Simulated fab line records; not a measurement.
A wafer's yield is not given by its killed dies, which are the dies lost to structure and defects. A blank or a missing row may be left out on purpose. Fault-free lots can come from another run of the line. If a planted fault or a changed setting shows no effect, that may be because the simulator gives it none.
Struck lot and sound lot, side by side -- flow nand_harc -- 14 steps out of a route of 1302
Sound: these wafers, L189.1, L189.3, L189.4. Wafers L199.4, L199.5, L199.6 were the ones struck. At the end, the cause is stated.
Per side, at each step with rows, come the tool, then ch with its chambers, and then its first start. Under that, the readings that differ: sound wafers -- struck wafers -- difference of the means -- sigmas: that difference in standard deviations of wafers without a fault.
alike: readings with means less than 2 such deviations apart, plus words and numbers identical on both sides. not compared: withheld readings, readings lacking a value on some wafer, bounds such as >300 that could conceal the same value, and numbers that have no deviation in the record and whose values overlap.
A row with sigmas, a row that says differs or no value, or rows on one side alone: a step with any of these is where the two part. Numbers that don't overlap but have no deviation are shown without sigmas and don't part them. A reading missing from all wafers of one side parts the sides only when that side holds two or more wafers.

NHARC_A_DECK1_JOINT_ETCHBACK_00: etches the open film in HBr, target depth 30 nm, time 17.4 s.
  sound on rie_si-03 ch 0,2,3, day 14 02:00; struck on rie_si-01 ch 1,2, day 18 16:58
  alike: drypump_motor_current_A, oes_product_au, throttle_valve_pct
  not compared: rf_hours_counter_h
then, 8 steps without rows for these wafers: NHARC_A_DECK1_JOINT_PRECLEAN_30 (cleans in SC1); NHARC_A_DECK1_JOINT_SRD_31; NHARC_A_DECK1_JOINT_CVD_34 (deposits SiNx, target thk 20 nm); NHARC_A_DECK1_JOINT_DEP_06 (deposits SiOx, target thk 80 nm); NHARC_A_DECK1_JOINT_CURE_26 (time 32 s); NHARC_A_DECK1_JOINT_ANNEAL_27 (time 3600 s); NHARC_A_DECK1_JOINT_ANNEAL_28 (time 1800 s); NHARC_A_DECK1_JOINT_ANNEAL_29 (time 1800 s).
NHARC_A_DECK1_JOINT_CMP_02: polishes SiOx.
  sound on cmp-04 ch 0,1,2, day 15 02:01; struck on cmp-01 ch 2,3, day 19 19:17
  alike: motor_current_A
next, for these wafers, 1 step has no rows: NHARC_A_DECK1_JOINT_SRD_15.
NHARC_A_DECK1_JOINT_DEP_16: deposits SiO2, target thk 45 nm.
  sound on pecvd-04 ch 0,1,2, day 15 02:23; struck on pecvd-01 ch 0,1,2, day 19 19:44
reading,sound,struck,difference,sigmas
rf_fwd_power_W (W),895.0 900.6 894.8,1252.1 1254.3 1255.9,+357.3,+99 or more
showerhead_vpp_V (V),1767 1971 1741,2388 2435 2115,+486,+4
  alike: chamber_pressure_Torr, heater_power_w, mfc_precursor_sccm, throttle_valve_pct
NHARC_A_DECK1_JOINT_THK_MEAS_17: measures by ellipsometry.
  sound: film_metro-01 at day 15 02:40; struck: film_metro-02 at day 19 20:05
reading,sound,struck,difference,sigmas
thk_nm (nm),44.3 43.6 46.5,49.3 50.7 49.5,+5.0,+5
  not compared: hold
NHARC_A_DECK1_JOINT_INSPECT_05:
  sound: defect_inspect-02 at day 15 02:42; struck: defect_inspect-01 at day 19 22:13
reading,sound,struck,difference,sigmas
hold,- - -,await_dispo/2.1h/release await_dispo/2.1h/release await_dispo/2.1h/release,no value on the sound wafers,
  alike: raw_defect_count

## WHERE THEY PART
At NHARC_A_DECK1_JOINT_DEP_16 first; at NHARC_A_DECK1_JOINT_INSPECT_05 last (within this record only).

WHY: what had been put in by the simulator
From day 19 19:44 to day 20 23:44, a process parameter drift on pecvd-01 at NHARC_A_DECK1_JOINT_DEP_16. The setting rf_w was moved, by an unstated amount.
